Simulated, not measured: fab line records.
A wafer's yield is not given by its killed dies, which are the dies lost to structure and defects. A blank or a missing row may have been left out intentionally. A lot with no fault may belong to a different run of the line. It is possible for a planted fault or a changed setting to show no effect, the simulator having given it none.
fab line records	flow nand_harc
[record] lots = 15	wafers = 45	last_day = 24
route steps=1159 shown P_M2@332 P_BONDPAD@353
lots untouched by any fault: they come from a run of this same line in which no faults occurred
start_h: hours from the record's opening day to when the first of the lot's shown wafers began	wait_h: time in hours since the lot's previous step	" as in the row above	L1.1+2: a single row standing in for several wafers	- no value present, or no start provided	* or withheld: withheld	< > ~ a bound
route shown NAME@n: names a module that has steps shown in the file, with the first one's number in the route	usual: average and standard deviation across the fault-free wafers	same: alike in all rows	chamber/n: place in a boat	sites: the reading at each site	_std_site: how widely they spread, as a standard deviation	_edge_site: outer sites' mean less inner sites'	radius_mm: how far each site lies from the wafer's centre	mask NAME#n: copy n	behind: tool/chamber where the wafer was last shaped	hold: why the lot was held/for how many hours/how that ended	device: transistor that didn't switch, given as n, p or np	end of line: the tests these same wafers got at the end of their route	a step without rows: its recipe alone	killed: dies lost to structure and defects at the first sort, not the wafer's yield	map: per-die view of a wafer (x killed, . not killed, _ where there is no die)
set.NAME: the setting as run; set.NAME@STEP: as run at that earlier step	model.NAME: the simulator's own value behind a step, which no gauge read
the route's steps for a sample of lots (tables are steps, rows are wafers)
services: a tool's chamber out of use, with start hour (start_h, from the record's first day; less than 0 if before it), hours out, and reason
[[steps]]
[step NHARC_P_M2_ETCH_35]
[recipe] target_depth_a = 400	overetch_a = 120	time_s = 43.94	ion_energy_ev = 200	n2_flow_sccm = 150	h2_flow_sccm = 150	ar_flow_sccm = 0	rf_w = 400	bias_w = 150	chemistry = N2/H2
[usual] drypump_motor_current_A = 5.7/0.38	n2_flow_sccm = 149.9/0.41	oes_product_au = 0.999/0.011	rf_vpp_V = 429.6/2.9	showerhead_plenum_p_Torr = 2.01/0.1	throttle_valve_pct = 14.171/0.0085
lot.wafer	tool	chamber	start_h	wait_h	drypump_motor_current_A	n2_flow_sccm	oes_product_au	rf_hours_counter_h	rf_vpp_V	showerhead_plenum_p_Torr	throttle_valve_pct
L907.2	rie_diel-11	2	144.93	0.1	5.6	150.1	1.014	4	428.1	1.93	14.178
L907.3	"	3	"	"	6.2	149.4	0.986	4	434.8	2.19	14.188
L907.4	"	1	"	"	5.5	149.7	1.013	4	429.9	2.06	14.160
L909.1	rie_diel-13	2	145.59	0.1	6.0	150.0	1.007	6	429.0	1.97	14.164
L909.6	"	1	"	"	5.5	149.6	1.000	-	427.8	1.96	14.177
L909.5	"	2	"	"	6.0	149.6	1.007	-	429.4	1.97	14.175
L908.3	rie_diel-11	2	146.08	0.2	5.6	149.4	1.018	4	427.9	1.93	14.167
L908.4	"	0	"	"	5.6	149.6	1.003	4	425.8	1.90	14.166
L908.6	"	3	"	"	6.1	150.2	0.992	-	434.4	2.19	14.170
L911.4	rie_diel-13	2	152.03	0.1	6.0	149.0	1.007	8	430.3	1.97	14.174
L911.1	"	3	"	"	5.9	150.5	1.006	8	433.5	2.11	14.169
L911.2	"	1	"	"	5.4	150.1	0.993	8	429.1	1.96	14.177
L912.1	rie_diel-11	1	156.50	0.1	5.5	150.3	1.026	5	431.0	2.06	14.193
L912.2	"	3	"	"	6.1	149.7	0.995	4	433.7	2.19	14.173
L912.6	"	2	"	"	5.6	150.4	1.011	-	427.6	1.93	14.178
L913.3	rie_diel-01	3	161.52	0.1	5.3	150.6	0.967	6	429.4	2.02	14.159
L913.1	"	0	"	"	6.7	150.0	0.999	7	427.0	1.91	14.171
L913.6	"	3	"	"	5.3	150.4	0.975	-	431.5	2.02	14.192
L914.1	rie_diel-01	2	162.85	0.1	6.0	149.4	0.984	8	432.8	2.11	14.164
L914.2	"	3	"	"	5.4	150.2	0.976	7	431.0	2.02	14.169
L914.6	"	2	"	"	6.0	149.7	0.981	-	432.1	2.11	14.183
L915.2	rie_diel-11	1	181.38	0.1	5.5	150.0	1.017	5	429.8	2.06	14.178
L915.3	"	0	"	"	5.6	149.1	0.999	5	427.4	1.90	14.163
L915.6	"	1	"	"	5.5	149.0	1.023	-	430.2	2.06	14.183
L920.4	rie_diel-11	3	216.17	0.1	6.1	150.1	0.996	1	435.5	2.19	14.161
L920.3	"	1	"	"	5.5	149.0	1.021	1	429.9	2.06	14.162
L920.1	"	2	"	"	5.6	149.2	0.999	1	426.3	1.93	14.160
L923.4	rie_diel-11	2	223.17	0.1	5.6	149.8	0.996	1	427.1	1.93	14.185
L923.5	"	0	"	"	5.6	150.0	1.004	-	425.2	1.90	14.165
L923.6	"	1	"	"	5.5	150.5	1.013	-	430.0	2.06	14.164
L924.1	rie_diel-11	3	233.37	0.1	6.1	150.4	0.994	1	434.1	2.19	14.167
L924.3	"	1	"	"	5.5	150.2	1.017	1	430.2	2.06	14.166
L924.4	"	2	"	"	5.6	150.1	0.996	1	427.7	1.93	14.172
L925.4	rie_diel-01	2	233.98	0.1	6.0	150.4	0.995	33	433.6	2.11	14.158
L925.6	"	0	"	"	6.7	149.2	1.013	-	426.4	1.90	14.187
L925.5	"	1	"	"	5.1	149.8	1.010	-	428.5	1.93	14.169
L926.1	rie_diel-01	2	241.49	0.1	6.0	149.2	0.994	35	431.9	2.11	14.188
L926.3	"	3	"	"	5.3	149.9	0.977	34	430.2	2.01	14.163
L926.4	"	1	"	"	5.1	150.1	1.000	39	427.9	1.93	14.174
L929.4	rie_diel-11	1	259.92	0.1	5.5	150.0	1.004	2	429.5	2.06	14.173
L929.3	"	2	"	"	5.6	149.9	0.998	2	426.4	1.93	14.170
L929.6	"	0	"	"	5.6	149.5	0.987	-	427.6	1.90	14.163
L930.4	rie_diel-11	0	266.95	0.1	5.6	149.5	1.001	2	426.0	1.90	14.162
L930.1	"	1	"	"	5.5	149.3	1.001	2	431.3	2.06	14.167
L930.2	"	2	"	"	5.6	150.3	0.997	2	428.1	1.93	14.178
[step NHARC_P_M2_ETCH_15]
[recipe] target_depth_a = 1825	time_s = 91.2	c4f8_flow_sccm = withheld	ar_flow_sccm = 400	rf_w = 600	bias_w = 300	chemistry = C4F8/Ar
[usual] oes_product_au = 0.946/0.026	rf_vpp_V = 440/3
lot.wafer	tool	chamber	start_h	wait_h	oes_product_au	rf_hours_counter_h	rf_vpp_V
L907.3	rie_diel-11	1	-	-	0.943	4	442
L907.4	"	2	"	"	0.929	4	438
L907.2	"	3	"	"	0.920	4	444
L909.1	rie_diel-13	1	-	-	0.919	6	438
L909.5	"	3	"	"	0.909	-	444
L909.6	"	0	"	"	0.922	-	439
L908.4	rie_diel-11	1	-	-	0.939	4	442
L908.3	"	0	"	"	0.914	4	437
L908.6	"	2	"	"	0.924	-	438
L911.1	rie_diel-13	3	-	-	0.924	8	443
L911.4	"	0	"	"	0.918	8	437
L911.2	"	2	"	"	0.942	8	438
L912.2	rie_diel-11	3	-	-	0.957	4	447
L912.1	"	1	"	"	0.983	5	442
L912.6	"	2	"	"	0.983	-	437
L913.1	rie_diel-01	2	-	-	0.975	7	443
L913.3	"	0	"	"	0.964	7	437
L913.6	"	1	"	"	0.961	-	437
L914.1	rie_diel-01	0	-	-	0.989	8	437
L914.2	"	2	"	"	0.957	8	443
L914.6	"	1	"	"	0.978	-	437
L915.3	rie_diel-11	3	-	-	0.960	5	445
L915.2	"	0	"	"	0.962	5	436
L915.6	"	3	"	"	0.955	-	445
L920.4	rie_diel-11	3	-	-	0.950	1	445
L920.1	"	0	"	"	0.964	1	438
L920.3	"	1	"	"	0.987	1	441
L923.4	rie_diel-11	0	-	-	0.928	1	438
L923.5	"	0	"	"	0.940	-	436
L923.6	"	1	"	"	0.939	-	441
L924.3	rie_diel-11	1	-	-	0.970	1	440
L924.1	"	2	"	"	0.961	1	438
L924.4	"	3	"	"	0.967	1	444
L925.4	rie_diel-01	3	-	-	0.918	32	439
L925.6	"	1	"	"	0.926	-	438
L925.5	"	2	"	"	0.918	-	443
L926.4	rie_diel-01	0	-	-	0.939	38	437
L926.1	"	1	"	"	0.932	39	437
L926.3	"	2	"	"	0.924	35	443
L929.3	rie_diel-11	1	-	-	0.978	2	442
L929.4	"	2	"	"	0.986	2	438
L929.6	"	1	"	"	0.990	-	442
L930.1	rie_diel-11	0	-	-	0.978	2	438
L930.2	"	1	"	"	0.985	2	441
L930.4	"	2	"	"	0.958	2	437
[step NHARC_P_BONDPAD_THK_MEAS_33]
[recipe] thk_meas_gauge = ellipsometry
[usual] thk_nm = 200.2/1.6
lot.wafer	tool	chamber	start_h	wait_h	thk_nm
L907.2	film_metro-01	-	148.68	0.2	199.5
L907.3	"	-	"	"	199.7
L907.4	"	-	"	"	204.1
L909.1	film_metro-01	-	149.35	0.1	200.5
L909.5	"	-	"	"	200.7
L909.6	"	-	"	"	200.6
L908.3	film_metro-01	-	150.15	0.2	199.7
L908.4	"	-	"	"	198.5
L908.6	"	-	"	"	203.8
L911.1	film_metro-02	-	155.96	0.2	198.4
L911.2	"	-	"	"	200.7
L911.4	"	-	"	"	201.5
L912.1	film_metro-02	-	160.17	0.2	203.8
L912.2	"	-	"	"	200.4
L912.6	"	-	"	"	201.1
L913.1	film_metro-01	-	165.30	0.2	202.2
L913.3	"	-	"	"	200.5
L913.6	"	-	"	"	200.9
L914.1	film_metro-02	-	166.62	0.2	200.9
L914.2	"	-	"	"	201.4
L914.6	"	-	"	"	204.2
L915.2	film_metro-01	-	185.59	0.2	201.4
L915.3	"	-	"	"	197.7
L915.6	"	-	"	"	201.5
L920.1	film_metro-01	-	219.90	0.2	200.1
L920.3	"	-	"	"	199.3
L920.4	"	-	"	"	203.2
L923.4	film_metro-02	-	226.99	0.2	197.5
L923.5	"	-	"	"	196.8
L923.6	"	-	"	"	200.3
L924.1	film_metro-02	-	237.37	0.2	198.4
L924.3	"	-	"	"	200.9
L924.4	"	-	"	"	198.7
L925.4	film_metro-01	-	237.88	0.2	200.9
L925.5	"	-	"	"	201.3
L925.6	"	-	"	"	199.7
L926.1	film_metro-01	-	245.21	0.2	199.8
L926.3	"	-	"	"	200.8
L926.4	"	-	"	"	202.6
L929.3	film_metro-01	-	264.22	0.2	199.2
L929.4	"	-	"	"	198.8
L929.6	"	-	"	"	199.1
L930.1	film_metro-01	-	270.73	0.2	198.9
L930.2	"	-	"	"	199.0
L930.4	"	-	"	"	198.0
[step NHARC_P_BONDPAD_PEB_07]
[recipe] peb_temp_c = 128	peb_time_s = 80
[usual] chill_plate_temp_C = 23.00/0.1	exhaust_pa = 44.9/0.9
lot.wafer	tool	chamber	start_h	wait_h	chill_plate_temp_C	exhaust_pa
L907.2	litho_track-03	0	149.05	0.1	23.07	45.0
L907.3	"	0	"	"	23.00	46.2
L907.4	"	0	"	"	22.96	45.9
L909.1	litho_track-05	0	149.83	0.1	23.22	45.3
L909.5	"	0	"	"	23.09	44.0
L909.6	"	0	"	"	23.10	45.8
L908.3	litho_track-02	0	150.76	0.1	22.81	44.5
L908.4	"	0	"	"	22.95	43.8
L908.6	"	0	"	"	22.90	45.5
L911.1	litho_track-02	0	156.31	0.1	22.99	44.5
L911.2	"	0	"	"	22.80	43.5
L911.4	"	0	"	"	23.03	44.8
L912.1	litho_track-02	-	160.66	0.1	-	-
L912.2	"	-	"	"	-	-
L912.6	"	-	"	"	-	-
L913.1	litho_track-03	-	165.78	0.1	-	-
L913.3	"	-	"	"	-	-
L913.6	"	-	"	"	-	-
L914.1	litho_track-03	-	167.10	0.1	-	-
L914.2	"	-	"	"	-	-
L914.6	"	-	"	"	-	-
L915.2	litho_track-02	0	186.07	0.1	23.05	45.2
L915.3	"	0	"	"	23.11	43.9
L915.6	"	0	"	"	22.89	45.1
L920.1	litho_track-03	0	220.38	0.1	22.91	45.3
L920.3	"	0	"	"	22.87	44.8
L920.4	"	0	"	"	22.86	45.2
L923.4	litho_track-05	0	227.34	0.0	23.18	45.9
L923.5	"	0	"	"	22.93	45.6
L923.6	"	0	"	"	23.03	46.6
L924.1	litho_track-03	0	237.72	0.1	22.92	46.3
L924.3	"	0	"	"	23.05	47.2
L924.4	"	0	"	"	23.02	46.6
L925.4	litho_track-03	0	238.37	0.0	22.98	43.3
L925.5	"	0	"	"	23.07	44.5
L925.6	"	0	"	"	22.87	45.5
L926.1	litho_track-03	0	245.58	0.1	23.00	45.7
L926.3	"	0	"	"	22.94	44.4
L926.4	"	0	"	"	22.96	45.4
L929.3	litho_track-02	0	264.58	0.1	23.15	44.1
L929.4	"	0	"	"	23.05	43.8
L929.6	"	0	"	"	23.12	44.7
L930.1	litho_track-03	0	271.08	0.1	23.21	44.6
L930.2	"	0	"	"	23.14	44.0
L930.4	"	0	"	"	23.08	44.5
[[services]]
tool	chamber	start_h	hours	kind
rie_diel-11	1	122.80	3.4	repair
rie_diel-11	0	128.19	1.5	repair
rie_diel-01	0	136.38	7.9	repair
rie_diel-01	-	137.93	9.0	pm
rie_diel-11	0	144.03	-	clean
rie_diel-11	1	144.03	-	clean
rie_diel-11	2	144.03	-	clean
rie_diel-11	3	144.03	-	clean
litho_track-02	-	165.00	7.0	pm
rie_diel-11	0	168.53	-	clean
rie_diel-11	1	168.53	-	clean
rie_diel-11	2	168.53	-	clean
rie_diel-11	3	168.53	-	clean
rie_diel-11	-	189.50	9.0	pm
rie_diel-11	0	189.50	9.0	vent_cycle
rie_diel-11	1	189.50	9.0	vent_cycle
rie_diel-11	2	189.50	9.0	vent_cycle
rie_diel-11	3	189.50	9.0	vent_cycle
rie_diel-11	0	198.50	-	clean
rie_diel-11	1	198.50	-	clean
rie_diel-11	2	198.50	-	clean
litho_track-03	-	213.00	7.0	pm
litho_track-05	-	237.00	7.0	pm
rie_diel-13	-	237.43	0.3	repair
[[key]]
[first_sign] step = NHARC_P_BONDPAD_PEB_07	reading = tool_record	direction = missing
effect none on later readings
met_at NHARC_P_BONDPAD_PEB_07
struck_lots L912,L913,L914
scrapped_behind NHARC_HYBRID_BOND_INSPECT_06 L912.1,L912.2,L912.6,L913.1,L913.3,L913.6,L914.1,L914.2,L914.6
not_acting_at NHARC_P_M2_ETCH_35,NHARC_P_M2_ETCH_15,NHARC_P_BONDPAD_THK_MEAS_33
onset_between 156.31 160.66
[fault] kind = skipped_step_whole	tool = litho_track-02,litho_track-03	chamber = -	onset_h = 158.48	steps = NHARC_P_BONDPAD_PEB_07	scope = struck_lots_only
